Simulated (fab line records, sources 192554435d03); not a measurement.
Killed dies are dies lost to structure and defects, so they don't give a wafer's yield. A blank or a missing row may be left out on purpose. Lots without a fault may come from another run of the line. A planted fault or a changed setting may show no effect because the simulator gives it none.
fab line records | flow n5_finfet
record lots=23 wafers=69 last_day=20
route steps=1938 shown BEOL_M14@1762 BEOL_M15@1783
lots that met no fault: from a run of the same line without faults
start_h: hours from the record's first day to the start of the lot's first wafer shown | wait_h: hours since the lot's step before | " the same as in the row above | L1.1+2: a row that stands for several wafers | - no value, or no start given | * or withheld: withheld | < > ~ a bound
route shown NAME@n: a module of which the file shows steps, and the number in the route of the first | usual: mean/standard deviation of fault-free wafers | same: alike in all rows | chamber/n: place in a boat | sites: the reading at each site | _std_site: their standard deviation | _edge_site: outer sites' mean less inner sites' | radius_mm: how far each site lies from the wafer's centre | mask NAME#n: copy n | behind: the tool/chamber that last shaped the wafer | hold: why the lot was held/for how many hours/how that ended | device: the transistor (n, p or np) that didn't switch | end of line: the same wafers' tests at the end of the route | a step without rows: its recipe alone | killed: dies lost to structure and defects at the first sort, not the wafer's yield | map: a wafer's dies, x killed, . not, _ none there
set.NAME: the setting as run; set.NAME@STEP: as run at that earlier step | model.NAME: the simulator's own value behind a step, which no gauge read
steps of the route over a sample of lots; a table a step, a row a wafer
services: from which hour (start_h, from the record's first day; less than 0 if before it) a tool's chamber was out of use, for how many hours, and why
## steps
# step N5_BEOL_M14_SPUTTER_43
# recipe material=TaN target_thk_a=150 temp_c=50 bias_v=168.6 power_w=15000 chamber_pressure_pa=0.12 time_s=24.19
# usual throttle_valve_pct=30.3/1.1
# columns lot.wafer tool chamber start_h wait_h throttle_valve_pct
L074.4 pvd_sputter-01 - 267.37 0.0 31.4
L074.5 " - " " 31.4
L074.6 " - " " 31.3
L075.2 pvd_sputter-03 - 270.76 0.0 30.8
L075.4 " - " " 30.3
L075.6 " - " " 30.9
L079.1 pvd_sputter-01 - 282.60 0.0 31.4
L079.2 " - " " 31.5
L079.6 " - " " 29.4
L077.1 pvd_sputter-03 - 291.85 0.0 29.5
L077.3 " - " " 31.0
L077.5 " - " " 29.1
L078.2 pvd_sputter-03 - 304.63 0.0 29.3
L078.4 " - " " 31.0
L078.5 " - " " 31.4
L081.3 pvd_sputter-01 - 307.14 0.0 29.5
L081.4 " - " " 31.4
L081.5 " - " " 31.4
L080.1 pvd_sputter-03 - 316.10 0.0 29.5
L080.3 " - " " 31.1
L080.6 " - " " 30.4
L083.1 pvd_sputter-01 - 320.79 0.0 31.6
L083.5 " - " " 31.6
L083.6 " - " " 31.2
L082.2 pvd_sputter-01 - 321.11 0.0 31.5
L082.3 " - " " 31.1
L082.5 " - " " 31.5
L084.1 pvd_sputter-02 - 326.18 0.0 28.2
L084.3 " - " " 29.4
L084.6 " - " " 29.5
L085.1 pvd_sputter-02 - 326.50 0.0 29.9
L085.2 " - " " 28.3
L085.6 " - " " 28.3
L086.3 pvd_sputter-02 - 338.43 0.0 27.9
L086.4 " - " " 29.7
L086.5 " - " " 29.6
L087.3 pvd_sputter-01 - 351.67 0.0 31.2
L087.5 " - " " 29.3
L087.6 " - " " 31.2
L090.2 pvd_sputter-01 - 352.11 0.0 30.9
L090.3 " - " " 29.5
L090.4 " - " " 31.1
L088.1 pvd_sputter-01 - 359.45 0.0 31.6
L088.2 " - " " 29.4
L088.5 " - " " 31.5
L089.1 pvd_sputter-02 - 359.93 0.0 29.5
L089.3 " - " " 30.1
L089.4 " - " " 28.0
L092.2 pvd_sputter-01 - 366.59 0.0 31.3
L092.5 " - " " 29.3
L092.6 " - " " 31.6
L093.1 pvd_sputter-02 - 375.90 0.0 28.2
L093.4 " - " " 29.6
L093.5 " - " " 29.2
L091.3 pvd_sputter-03 - 375.93 0.0 31.6
L091.5 " - " " 29.4
L091.6 " - " " 30.2
L095.2 pvd_sputter-02 - 385.50 0.0 29.6
L095.3 " - " " 28.1
L095.5 " - " " 28.0
L094.1 pvd_sputter-01 - 386.25 0.0 30.8
L094.5 " - " " 29.0
L094.6 " - " " 31.2
L096.1 pvd_sputter-01 - 407.79 0.0 29.4
L096.3 " - " " 31.0
L096.5 " - " " 29.7
L097.1 pvd_sputter-03 - 452.01 0.0 31.3
L097.2 " - " " 30.9
L097.3 " - " " 29.4
# step N5_BEOL_M15_CD_MEAS_10
# recipe target_cd_nm=360 landing_energy_ev=500 detector=se_inlens polarity=opening
# usual cd_nm=359.7/1.7
# columns lot.wafer tool chamber start_h wait_h cd_nm
L074.4 cd_sem-02 0 269.76 - 359.1
L074.5 " 0 " " 357.2
L074.6 " 0 " " 357.7
L075.2 cd_sem-01 0 272.57 - 357.8
L075.4 " 0 " " 357.8
L075.6 " 0 " " 357.5
L079.1 cd_sem-02 0 284.75 - 361.6
L079.2 " 0 " " 359.9
L079.6 " 0 " " 361.7
L077.1 cd_sem-01 0 295.19 - 359.9
L077.3 " 0 " " 359.2
L077.5 " 0 " " 359.0
L078.2 cd_sem-02 0 306.56 - 358.2
L078.4 " 0 " " 358.9
L078.5 " 0 " " 360.6
L081.3 cd_sem-02 0 309.07 - 360.1
L081.4 " 0 " " 361.6
L081.5 " 0 " " 360.3
L080.1 cd_sem-01 0 317.90 - 357.4
L080.3 " 0 " " 356.2
L080.6 " 0 " " 359.8
L083.1 cd_sem-02 0 322.63 - 358.8
L083.5 " 0 " " 359.7
L083.6 " 0 " " 359.3
L082.2 cd_sem-03 0 323.10 - 357.7
L082.3 " 0 " " 358.4
L082.5 " 0 " " 361.9
L084.1 cd_sem-03 0 327.98 - 360.6
L084.3 " 0 " " 360.2
L084.6 " 0 " " 359.0
L085.1 cd_sem-01 0 328.44 - 358.4
L085.2 " 0 " " 359.9
L085.6 " 0 " " 359.5
L086.3 cd_sem-03 0 340.38 - 358.9
L086.4 " 0 " " 358.7
L086.5 " 0 " " 358.5
L087.3 cd_sem-02 0 353.47 - 359.4
L087.5 " 0 " " 360.7
L087.6 " 0 " " 359.9
L090.2 cd_sem-02 0 354.01 - 357.0
L090.3 " 0 " " 358.2
L090.4 " 0 " " 360.6
L088.1 cd_sem-01 0 361.95 - 358.9
L088.2 " 0 " " 357.5
L088.5 " 0 " " 360.9
L089.1 cd_sem-02 0 362.37 - 359.8
L089.3 " 0 " " 360.5
L089.4 " 0 " " 363.2
L092.2 cd_sem-02 0 368.52 - 359.9
L092.5 " 0 " " 357.4
L092.6 " 0 " " 359.3
L093.1 cd_sem-03 0 377.83 - 358.7
L093.4 " 0 " " 360.2
L093.5 " 0 " " 360.7
L091.3 cd_sem-02 0 377.88 - 359.6
L091.5 " 0 " " 358.6
L091.6 " 0 " " 362.8
L095.2 cd_sem-03 0 387.34 - 363.9
L095.3 " 0 " " 361.5
L095.5 " 0 " " 362.5
L094.1 cd_sem-03 0 388.20 - 360.9
L094.5 " 0 " " 361.2
L094.6 " 0 " " 362.9
L096.1 cd_sem-03 0 409.72 - 356.8
L096.3 " 0 " " 358.3
L096.5 " 0 " " 361.5
L097.1 cd_sem-03 0 453.83 - 359.9
L097.2 " 0 " " 359.8
L097.3 " 0 " " 358.1
# step N5_BEOL_M15_STRIP_64
# recipe chemistry=O2 power_w=600 temp_c=60 pressure_mtorr=30 rf_frequency_hz=6e+07 bias_power_w=0 overash_fraction=0.3 o2_flow_sccm=225
# usual drypump_motor_current_A=5.7/0.48 o2_flow_sccm=225.0/0.63 oes_product_au=0.77/0.066 rf_vpp_V=3.6/0.48 showerhead_plenum_p_Torr=2.07/0.064 throttle_valve_pct=16.63/0.17
# columns lot.wafer tool chamber start_h wait_h drypump_motor_current_A o2_flow_sccm oes_product_au rf_hours_counter_h rf_vpp_V showerhead_plenum_p_Torr throttle_valve_pct
L074.4 rie_diel-06 2 - - 6.1 225.1 0.75 134 3.1 2.12 16.95
L074.5 " 1 " " 5.5 225.5 0.77 - 4.1 1.93 16.79
L074.6 " 2 " " 6.0 224.9 0.76 - 3.0 2.12 16.97
L075.2 rie_diel-05 0 - - 5.6 224.4 0.69 232 3.3 2.08 16.91
L075.4 " 1 " " 6.5 225.8 0.86 33 4.0 2.05 16.48
L075.6 " 2 " " 4.9 224.3 0.82 - 4.5 2.12 16.54
L079.1 rie_diel-03 1 - - 5.3 224.7 0.84 72 4.0 2.03 16.41
L079.2 " 0 " " 5.5 223.6 0.73 198 3.5 2.09 16.63
L079.6 " 1 " " 5.3 224.4 0.84 - 4.1 2.03 16.43
L077.1 rie_diel-05 1 - - 6.5 224.4 0.86 39 3.6 2.05 16.49
L077.3 " 3 " " 6.1 224.8 0.74 185 3.6 2.10 16.75
L077.5 " 0 " " 5.6 224.6 0.68 - 3.3 2.07 16.93
L078.2 rie_diel-03 0 - - 5.5 225.2 0.72 205 3.5 2.08 16.64
L078.4 " 2 " " 6.1 225.1 0.71 205 3.0 1.99 16.42
L078.5 " 1 " " 5.4 224.5 0.81 - 3.9 2.03 16.44
L081.3 rie_diel-03 0 - - 5.4 225.0 0.72 206 3.7 2.08 16.65
L081.4 " 3 " " 5.1 225.6 0.78 130 3.0 2.19 16.69
L081.5 " 1 " " 5.4 224.6 0.82 - 3.9 2.03 16.43
L080.1 rie_diel-03 1 - - 5.4 224.1 0.82 83 3.8 2.03 16.44
L080.3 " 0 " " 5.5 225.7 0.72 209 4.0 2.08 16.69
L080.6 " 3 " " 5.1 225.5 0.78 - 3.3 2.19 16.70
L083.1 rie_diel-06 2 - - 6.0 225.5 0.74 150 4.7 2.11 17.00
L083.5 " 1 " " 5.6 225.6 0.76 - 3.3 1.92 16.81
L083.6 " 2 " " 6.0 226.2 0.73 - 3.6 2.11 16.98
L082.2 rie_diel-05 3 - - 6.1 224.3 0.73 193 3.7 2.10 16.78
L082.3 " 0 " " 5.6 224.3 0.69 246 3.8 2.07 16.94
L082.5 " 1 " " 6.5 224.7 0.85 - 3.6 2.05 16.49
L084.1 rie_diel-05 2 - - 4.8 224.6 0.81 93 3.8 2.12 16.57
L084.3 " 3 " " 6.1 225.1 0.73 195 3.6 2.10 16.79
L084.6 " 3 " " 6.1 225.1 0.73 - 2.4 2.10 16.80
L085.1 rie_diel-05 2 - - 4.8 224.6 0.80 93 3.7 2.12 16.54
L085.2 " 0 " " 5.6 225.9 0.68 248 4.2 2.07 16.94
L085.6 " 0 " " 5.6 226.3 0.68 - 4.0 2.07 16.93
L086.3 rie_diel-03 1 - - 5.4 224.6 0.81 90 4.2 2.02 16.44
L086.4 " 2 " " 6.1 225.0 0.71 216 3.0 1.98 16.42
L086.5 " 2 " " 6.1 224.8 0.72 - 2.7 1.98 16.43
L087.3 rie_diel-05 1 - - 6.5 224.3 0.82 56 4.0 2.04 16.52
L087.5 " 2 " " 4.8 225.3 0.79 - 3.8 2.11 16.59
L087.6 " 3 " " 6.1 225.6 0.72 - 3.9 2.10 16.79
L090.2 rie_diel-05 3 - - 6.1 225.0 0.73 203 3.1 2.10 16.79
L090.3 " 2 " " 4.9 224.8 0.81 102 3.5 2.11 16.60
L090.4 " 0 " " 5.6 225.1 0.97 2 3.1 2.07 16.49
L088.1 rie_diel-05 0 - - 5.6 225.9 0.95 4 4.4 2.07 16.52
L088.2 " 2 " " 4.8 226.3 0.80 104 4.1 2.11 16.59
L088.5 " 2 " " 4.9 225.2 0.81 - 3.7 2.11 16.59
L089.1 rie_diel-05 1 - - 6.5 225.0 0.83 58 3.7 2.04 16.51
L089.3 " 3 " " 6.1 225.3 0.72 206 3.5 2.09 16.80
L089.4 " 2 " " 4.9 225.9 0.79 104 4.1 2.11 16.59
L092.2 rie_diel-03 2 - - 6.1 224.3 0.70 224 3.6 1.98 16.45
L092.5 " 2 " " 6.1 223.6 0.71 - 3.5 1.98 16.46
L092.6 " 1 " " 5.4 225.2 0.81 - 3.4 2.02 16.45
L093.1 rie_diel-06 2 - - 6.1 225.1 0.73 167 3.5 2.11 17.02
L093.4 " 1 " " 5.6 225.0 0.75 174 4.7 1.92 16.86
L093.5 " 3 " " 5.7 225.4 0.71 - 3.6 2.14 16.65
L091.3 rie_diel-03 0 - - 5.5 224.3 0.71 229 3.9 2.07 16.70
L091.5 " 2 " " 6.1 224.3 0.71 - 4.1 1.98 16.47
L091.6 " 1 " " 5.4 224.7 0.81 - 3.8 2.02 16.47
L095.2 rie_diel-03 3 - - 5.1 224.9 0.76 157 3.5 2.18 16.73
L095.3 " 2 " " 6.1 225.0 0.70 230 3.9 1.98 16.47
L095.5 " 1 " " 5.4 224.2 0.81 - 3.6 2.02 16.48
L094.1 rie_diel-06 3 - - 5.7 223.9 0.70 213 3.8 2.14 16.65
L094.5 " 0 " " 5.9 224.5 0.70 - 3.7 2.15 16.60
L094.6 " 1 " " 5.6 225.3 0.74 - 4.5 1.92 16.86
L096.1 rie_diel-05 0 - - 5.6 225.0 0.90 18 3.1 2.06 16.53
L096.3 " 1 " " 6.5 224.8 0.82 73 3.9 2.04 16.55
L096.5 " 1 " " 6.5 225.0 0.83 - 2.9 2.04 16.56
L097.1 rie_diel-05 1 - - 6.5 224.9 0.79 84 3.4 2.03 16.57
L097.2 " 3 " " 6.1 225.4 0.70 231 4.4 2.09 16.85
L097.3 " 0 " " 5.6 225.8 0.89 29 3.8 2.06 16.54
# step N5_BEOL_M15_ETCH_57
# recipe chemistry=N2/H2 target=SOC source_w=3000 bias_w=350 time_s=750 ion_energy_ev=200 pressure_mtorr=30 n2_flow_sccm=200 h2_flow_sccm=200
# usual bias_w=350.0/1 drypump_motor_current_A=5.7/0.5 oes_product_au=0.77/0.07 rf_fwd_power_W=2998/7.8 rf_vpp_V=523.2/2.3 showerhead_plenum_p_Torr=2.52/0.075 throttle_valve_pct=17.73/0.21
# columns lot.wafer tool chamber start_h wait_h bias_w drypump_motor_current_A oes_product_au rf_fwd_power_W rf_hours_counter_h rf_vpp_V showerhead_plenum_p_Torr throttle_valve_pct
L074.4 rie_diel-05 0 271.05 - 349.8 5.6 0.69 3005 232 522.6 2.50 17.94
L074.5 " 3 " " 349.9 6.1 0.74 3006 - 523.9 2.54 17.89
L074.6 " 2 " " 349.9 4.9 0.84 3005 - 525.3 2.57 17.53
L075.2 rie_diel-05 1 273.30 - 348.3 6.5 0.86 2992 33 521.1 2.48 17.57
L075.4 " 2 " " 351.4 4.8 0.82 3001 79 524.2 2.57 17.54
L075.6 " 2 " " 350.4 4.9 0.83 2997 - 525.1 2.57 17.53
L079.1 rie_diel-05 0 285.44 - 349.3 5.6 0.68 2989 235 522.5 2.50 17.93
L079.2 " 2 " " 349.3 4.9 0.83 2988 82 523.5 2.57 17.53
L079.6 " 0 " " 349.5 5.6 0.69 2979 - 522.9 2.50 17.94
L077.1 rie_diel-05 3 295.94 - 347.1 6.1 0.75 2993 185 523.7 2.54 17.91
L077.3 " 2 " " 349.1 4.9 0.83 3002 85 525.1 2.57 17.53
L077.5 " 3 " " 348.1 6.1 0.75 2990 - 524.4 2.54 17.89
L078.2 rie_diel-03 1 307.25 - 350.7 5.4 0.84 3003 80 521.6 2.45 17.37
L078.4 " 0 " " 350.6 5.5 0.73 2997 205 523.6 2.53 17.70
L078.5 " 3 " " 348.7 5.1 0.79 2994 - 528.0 2.66 17.84
L081.3 rie_diel-05 0 309.76 - 349.1 5.6 0.67 2995 243 523.0 2.50 17.95
L081.4 " 2 " " 351.7 4.8 0.82 3000 88 523.6 2.57 17.56
L081.5 " 1 " " 350.4 6.5 0.85 2986 - 521.5 2.48 17.60
L080.1 rie_diel-03 2 319.31 - 351.6 6.2 0.71 3002 209 521.4 2.42 17.52
L080.3 " 1 " " 350.6 5.4 0.82 3002 83 522.3 2.45 17.40
L080.6 " 3 " " 348.7 5.1 0.77 2997 - 528.1 2.66 17.85
L083.1 rie_diel-03 3 323.42 - 349.5 5.1 0.78 2997 135 528.6 2.66 17.85
L083.5 " 3 " " 349.7 5.1 0.78 3002 - 527.8 2.66 17.86
L083.6 " 0 " " 348.8 5.5 0.72 2997 - 523.0 2.52 17.70
L082.2 rie_diel-05 3 323.78 - 348.8 6.1 0.74 2994 193 522.3 2.53 17.92
L082.3 " 1 " " 350.6 6.5 0.84 2991 47 522.8 2.47 17.62
L082.5 " 3 " " 349.0 6.1 0.74 2991 - 524.0 2.53 17.92
L084.1 rie_diel-03 3 328.67 - 350.0 5.1 0.77 3003 136 525.8 2.65 17.86
L084.3 " 2 " " 348.6 6.1 0.72 2992 212 520.2 2.42 17.52
L084.6 " 3 " " 350.4 5.1 0.78 3010 - 528.4 2.65 17.83
L085.1 rie_diel-03 0 329.15 - 350.0 5.5 0.72 3003 212 522.5 2.52 17.69
L085.2 " 1 " " 349.8 5.4 0.82 3002 86 520.9 2.45 17.38
L085.6 " 2 " " 349.5 6.1 0.71 2995 - 520.6 2.42 17.51
L086.3 rie_diel-03 1 341.07 - 350.5 5.4 0.82 2993 90 522.2 2.44 17.42
L086.4 " 3 " " 351.5 5.1 0.77 2977 141 526.9 2.65 17.85
L086.5 " 3 " " 349.8 5.1 0.77 3002 - 526.2 2.65 17.85
L087.3 rie_diel-06 1 354.24 - 349.9 5.6 0.77 3008 168 517.3 2.34 18.09
L087.5 " 3 " " 348.0 5.7 0.71 3008 - 527.7 2.61 17.73
L087.6 " 2 " " 348.7 6.1 0.73 2999 - 523.6 2.55 18.16
L090.2 rie_diel-05 0 354.70 - 350.1 5.6 0.96 2996 2 523.9 2.49 17.55
L090.3 " 1 " " 349.2 6.5 0.83 2996 57 520.0 2.47 17.63
L090.4 " 3 " " 349.4 6.1 0.72 2989 203 522.4 2.53 17.92
L088.1 rie_diel-05 0 362.87 - 350.8 5.6 0.96 2995 4 521.9 2.49 17.54
L088.2 " 1 " " 349.9 6.5 0.82 2987 59 521.9 2.47 17.62
L088.5 " 1 " " 350.0 6.5 0.82 2986 - 523.1 2.47 17.62
L089.1 rie_diel-06 3 363.16 - 349.0 5.7 0.71 3000 206 526.3 2.61 17.74
L089.3 " 2 " " 350.8 6.1 0.73 3004 163 525.6 2.54 18.15
L089.4 " 0 " " 348.6 5.9 0.70 3001 216 526.4 2.63 17.68
L092.2 rie_diel-05 3 369.32 - 348.2 6.1 0.72 2992 208 524.8 2.53 17.93
L092.5 " 0 " " 351.8 5.6 0.95 3000 - 522.4 2.49 17.54
L092.6 " 3 " " 350.1 6.1 0.72 2997 - 522.6 2.53 17.94
L093.1 rie_diel-06 0 378.52 - 349.8 5.9 0.70 2995 221 526.1 2.63 17.68
L093.4 " 1 " " 351.0 5.5 0.75 3001 174 518.0 2.34 18.08
L093.5 " 1 " " 349.7 5.5 0.76 3011 - 516.0 2.34 18.11
L091.3 rie_diel-03 2 378.65 - 349.3 6.2 0.70 3002 227 519.7 2.41 17.55
L091.5 " 1 " " 349.8 5.4 0.82 3007 - 521.2 2.44 17.43
L091.6 " 0 " " 351.9 5.5 0.70 3002 - 522.1 2.52 17.72
L095.2 rie_diel-05 1 388.02 - 351.3 6.5 0.82 3013 65 521.2 2.47 17.64
L095.3 " 0 " " 350.9 5.6 0.93 2996 11 522.5 2.49 17.55
L095.5 " 0 " " 350.6 5.6 0.93 3006 - 522.4 2.49 17.56
L094.1 rie_diel-05 2 389.55 - 350.7 4.9 0.80 2995 111 524.5 2.56 17.58
L094.5 " 1 " " 350.7 6.5 0.82 2999 - 522.0 2.47 17.63
L094.6 " 0 " " 348.0 5.6 0.92 2984 - 522.7 2.49 17.54
L096.1 rie_diel-05 2 410.41 - 350.2 4.8 0.79 3013 118 524.4 2.56 17.61
L096.3 " 3 " " 351.1 6.1 0.71 3001 219 523.0 2.52 17.94
L096.5 " 1 " " 350.3 6.5 0.81 2989 - 521.4 2.46 17.66
L097.1 rie_diel-06 0 454.55 - 351.5 5.9 0.68 2989 240 526.1 2.62 17.73
L097.2 " 2 " " 350.9 6.0 0.71 3003 187 523.4 2.53 18.19
L097.3 " 1 " " 350.2 5.5 0.74 3015 194 516.2 2.33 18.13
# step N5_BEOL_M15_ETCH_61
# recipe chemistry=N2/H2 target=BARC target_depth_a=890 overetch_a=267 time_s=67.9 ion_energy_ev=200 pressure_mtorr=30 source_w=840 bias_w=150 n2_flow_sccm=200 h2_flow_sccm=200
# usual bias_w=150.0/0.41 drypump_motor_current_A=5.7/0.49 oes_product_au=0.66/0.054 rf_fwd_power_W=833/3.1 rf_vpp_V=523.2/2.4 showerhead_plenum_p_Torr=2.52/0.083 throttle_valve_pct=17.81/0.21
# columns lot.wafer tool chamber start_h wait_h bias_w drypump_motor_current_A oes_product_au rf_fwd_power_W rf_hours_counter_h rf_vpp_V showerhead_plenum_p_Torr throttle_valve_pct
L074.4 rie_diel-03 1 271.95 0.0 149.3 5.4 0.71 836 68 522.0 2.45 17.47
L074.5 " 0 " " 149.8 5.5 0.62 835 - 524.3 2.53 17.76
L074.6 " 1 " " 149.5 5.4 0.71 833 - 524.0 2.45 17.47
L075.2 rie_diel-03 0 274.39 0.0 149.3 5.5 0.63 831 194 524.2 2.53 17.76
L075.4 " 3 " " 150.5 5.1 0.68 829 119 527.0 2.66 17.94
L075.6 " 3 " " 150.2 5.1 0.68 830 - 525.7 2.66 17.92
L079.1 rie_diel-05 0 286.43 0.0 150.0 5.6 0.60 834 235 523.3 2.50 18.04
L079.2 " 1 " " 150.3 6.5 0.74 833 37 522.6 2.48 17.69
L079.6 " 1 " " 150.3 6.5 0.73 831 - 523.6 2.48 17.68
L077.1 rie_diel-05 1 296.97 0.0 150.4 6.5 0.74 830 39 522.9 2.48 17.71
L077.3 " 3 " " 150.1 6.1 0.63 839 185 522.9 2.54 18.01
L077.5 " 3 " " 149.5 6.1 0.63 835 - 524.2 2.54 18.00
L078.2 rie_diel-03 0 308.27 0.0 149.8 5.5 0.62 834 206 522.9 2.53 17.80
L078.4 " 2 " " 149.6 6.1 0.62 837 205 519.9 2.42 17.62
L078.5 " 3 " " 150.1 5.1 0.67 830 - 526.6 2.66 17.96
L081.3 rie_diel-05 2 310.66 0.0 149.8 4.8 0.70 834 88 525.5 2.57 17.65
L081.4 " 3 " " 149.5 6.1 0.63 834 189 522.5 2.54 18.01
L081.5 " 0 " " 149.7 5.6 0.59 834 - 523.7 2.50 18.03
L080.1 rie_diel-03 3 320.20 0.0 150.1 5.1 0.67 832 133 528.2 2.66 17.95
L080.3 " 0 " " 150.4 5.5 0.61 836 209 523.7 2.52 17.80
L080.6 " 2 " " 149.6 6.1 0.62 833 - 520.8 2.42 17.60
L083.1 rie_diel-03 1 324.31 0.0 150.3 5.4 0.70 832 85 521.3 2.45 17.49
L083.5 " 0 " " 150.3 5.5 0.62 832 - 524.4 2.52 17.81
L083.6 " 1 " " 150.0 5.4 0.70 831 - 522.7 2.45 17.48
L082.2 rie_diel-03 3 324.80 0.0 149.9 5.1 0.66 832 135 526.5 2.66 17.95
L082.3 " 1 " " 150.3 5.4 0.70 834 85 520.8 2.45 17.50
L082.5 " 0 " " 149.4 5.5 0.62 833 - 523.3 2.52 17.80
L084.1 rie_diel-06 0 329.69 0.0 149.9 5.9 0.61 838 206 525.7 2.64 17.78
L084.3 " 2 " " 149.3 6.1 0.63 833 152 523.5 2.55 18.24
L084.6 " 3 " " 150.6 5.7 0.62 833 - 526.0 2.62 17.84
L085.1 rie_diel-05 3 330.33 0.0 149.9 6.1 0.63 833 196 522.9 2.53 18.01
L085.2 " 1 " " 149.4 6.5 0.72 831 49 520.9 2.47 17.70
L085.6 " 2 " " 149.6 4.8 0.70 832 - 524.8 2.57 17.65
L086.3 rie_diel-03 1 341.96 0.0 150.0 5.4 0.68 831 91 521.2 2.44 17.50
L086.4 " 3 " " 150.3 5.1 0.66 835 141 525.2 2.65 17.98
L086.5 " 2 " " 150.8 6.1 0.61 836 - 521.1 2.41 17.61
L087.3 rie_diel-05 0 355.21 0.0 149.9 5.6 0.82 837 2 521.7 2.49 17.65
L087.5 " 3 " " 149.5 6.1 0.63 832 - 524.5 2.53 18.04
L087.6 " 0 " " 150.1 5.6 0.82 832 - 522.3 2.49 17.66
L090.2 rie_diel-06 0 355.61 0.0 149.4 5.9 0.61 835 214 526.3 2.63 17.77
L090.3 " 3 " " 150.1 5.7 0.61 835 203 527.8 2.61 17.85
L090.4 " 1 " " 149.0 5.5 0.64 828 168 517.3 2.34 18.21
L088.1 rie_diel-05 3 363.76 0.0 150.0 6.1 0.62 834 206 521.9 2.53 18.04
L088.2 " 1 " " 149.4 6.5 0.71 832 59 520.7 2.47 17.73
L088.5 " 0 " " 150.0 5.6 0.81 832 - 523.3 2.49 17.65
L089.1 rie_diel-05 1 364.23 0.0 149.9 6.5 0.71 832 60 523.0 2.47 17.74
L089.3 " 0 " " 150.3 5.6 0.81 835 5 523.0 2.49 17.65
L089.4 " 3 " " 150.4 6.1 0.62 841 206 522.0 2.53 18.04
L092.2 rie_diel-05 3 370.34 0.0 150.8 6.1 0.63 836 208 522.8 2.53 18.06
L092.5 " 1 " " 150.3 6.5 0.70 835 - 521.7 2.47 17.75
L092.6 " 2 " " 149.9 4.9 0.68 833 - 523.5 2.56 17.68
L093.1 rie_diel-03 2 380.16 0.0 149.6 6.1 0.60 838 227 520.7 2.41 17.64
L093.4 " 1 " " 150.2 5.4 0.68 832 99 521.9 2.44 17.53
L093.5 " 1 " " 150.2 5.4 0.68 830 - 522.0 2.44 17.50
L091.3 rie_diel-06 3 380.17 0.0 149.7 5.7 0.61 833 211 526.0 2.61 17.86
L091.5 " 1 " " 150.2 5.5 0.64 835 - 517.8 2.34 18.23
L091.6 " 0 " " 150.2 5.9 0.61 834 - 526.0 2.63 17.80
L095.2 rie_diel-03 0 389.21 0.0 150.7 5.5 0.60 833 233 523.0 2.51 17.83
L095.3 " 3 " " 149.8 5.1 0.65 830 158 525.8 2.65 17.98
L095.5 " 3 " " 149.9 5.1 0.65 829 - 527.7 2.65 17.99
L094.1 rie_diel-06 2 390.45 0.0 149.9 6.1 0.62 833 171 522.7 2.54 18.28
L094.5 " 1 " " 149.8 5.6 0.63 824 - 516.6 2.34 18.21
L094.6 " 2 " " 150.4 6.0 0.62 832 - 523.2 2.54 18.28
L096.1 rie_diel-03 1 411.43 0.0 150.0 5.4 0.68 834 108 521.6 2.44 17.55
L096.3 " 0 " " 150.1 5.5 0.59 836 238 522.6 2.51 17.87
L096.5 " 1 " " 150.0 5.4 0.68 833 - 521.7 2.44 17.53
L097.1 rie_diel-03 2 455.45 0.0 149.6 6.1 0.58 834 248 520.2 2.40 17.69
L097.2 " 3 " " 150.2 5.1 0.64 823 177 526.4 2.64 18.03
L097.3 " 1 " " 150.7 5.4 0.67 832 118 521.9 2.43 17.56
# step N5_BEOL_M15_RS_MEAS_54
# recipe thk_meas_gauge=four-point-probe reads=Cu_of_BEOL_M15_ECD_47+Ta_of_BEOL_M15_SPUTTER_44+TaN_of_BEOL_M15_SPUTTER_43
# usual M15_RS=0.0216/0.00044
# columns lot.wafer tool chamber start_h wait_h M15_RS[ohm/sq]
L074.4 film_metro-01 - 274.50 0.0 0.0211
L074.5 " - " " 0.0217
L074.6 " - " " 0.0210
L075.2 film_metro-01 - 278.51 0.1 0.0213
L075.4 " - " " 0.0220
L075.6 " - " " 0.0221
L079.1 film_metro-02 - 292.33 0.0 0.0229
L079.2 " - " " 0.0215
L079.6 " - " " 0.0217
L077.1 film_metro-02 - 301.68 0.0 0.0213
L077.3 " - " " 0.0219
L077.5 " - " " 0.0217
L078.2 film_metro-02 - 316.89 0.1 0.0213
L078.4 " - " " 0.0215
L078.5 " - " " 0.0223
L081.3 film_metro-01 - 317.16 0.1 0.0213
L081.4 " - " " 0.0219
L081.5 " - " " 0.0222
L080.1 film_metro-01 - 322.79 0.1 0.0219
L080.3 " - " " 0.0214
L080.6 " - " " 0.0212
L083.1 film_metro-02 - 327.55 0.1 0.0209
L083.5 " - " " 0.0213
L083.6 " - " " 0.0208
L082.2 film_metro-02 - 328.63 0.1 0.0222
L082.3 " - " " 0.0209
L082.5 " - " " 0.0213
L084.1 film_metro-01 - 331.79 0.0 0.0219
L084.3 " - " " 0.0218
L084.6 " - " " 0.0221
L085.1 film_metro-02 - 335.51 0.0 0.0219
L085.2 " - " " 0.0216
L085.6 " - " " 0.0214
L086.3 film_metro-01 - 346.63 0.1 0.0208
L086.4 " - " " 0.0222
L086.5 " - " " 0.0212
L087.3 film_metro-01 - 360.31 0.1 0.0215
L087.5 " - " " 0.0219
L087.6 " - " " 0.0213
L090.2 film_metro-01 - 361.79 0.1 0.0220
L090.3 " - " " 0.0224
L090.4 " - " " 0.0209
L088.1 film_metro-01 - 371.30 0.0 0.0222
L088.2 " - " " 0.0219
L088.5 " - " " 0.0215
L092.2 film_metro-01 - 377.54 0.1 0.0221
L092.5 " - " " 0.0216
L092.6 " - " " 0.0215
L089.1 film_metro-02 - 377.68 0.1 0.0215
L089.3 " - " " 0.0213
L089.4 " - " " 0.0219
L093.1 film_metro-01 - 382.67 0.0 0.0214
L093.4 " - " " 0.0209
L093.5 " - " " 0.0209
L091.3 film_metro-02 - 382.92 0.1 0.0222
L091.5 " - " " 0.0210
L091.6 " - " " 0.0216
L095.2 film_metro-01 - 393.47 0.1 0.0217
L095.3 " - " " 0.0225
L095.5 " - " " 0.0226
L094.1 film_metro-01 - 393.60 0.1 0.0217
L094.5 " - " " 0.0209
L094.6 " - " " 0.0218
L096.1 film_metro-02 - 416.96 0.0 0.0210
L096.3 " - " " 0.0215
L096.5 " - " " 0.0209
L097.1 film_metro-01 - 457.65 0.0 0.0216
L097.2 " - " " 0.0222
L097.3 " - " " 0.0211
## services
# columns tool chamber start_h hours kind
rie_diel-06 3 291.19 8.3 repair
pvd_sputter-02 - 301.83 7.9 repair
rie_diel-05 0 320.99 2.0 repair
rie_diel-06 1 332.37 8.2 repair
rie_diel-05 0 334.81 - clean
rie_diel-05 0 334.81 - consumable_replace:focus_ring
rie_diel-05 0 334.81 13.4 scheduled_down
rie_diel-05 0 334.81 13.4 vent_cycle
rie_diel-03 1 353.01 10.2 repair
rie_diel-03 2 354.84 6.4 repair
pvd_sputter-02 - 394.40 1.9 repair
pvd_sputter-01 - 397.65 1.0 repair
rie_diel-05 3 398.86 1.8 repair
rie_diel-06 3 407.97 4.8 repair
rie_diel-06 3 447.28 4.0 repair
pvd_sputter-02 - 448.95 2.3 repair
rie_diel-03 0 455.25 - clean
rie_diel-03 0 455.25 - consumable_replace:focus_ring
## key
fault none
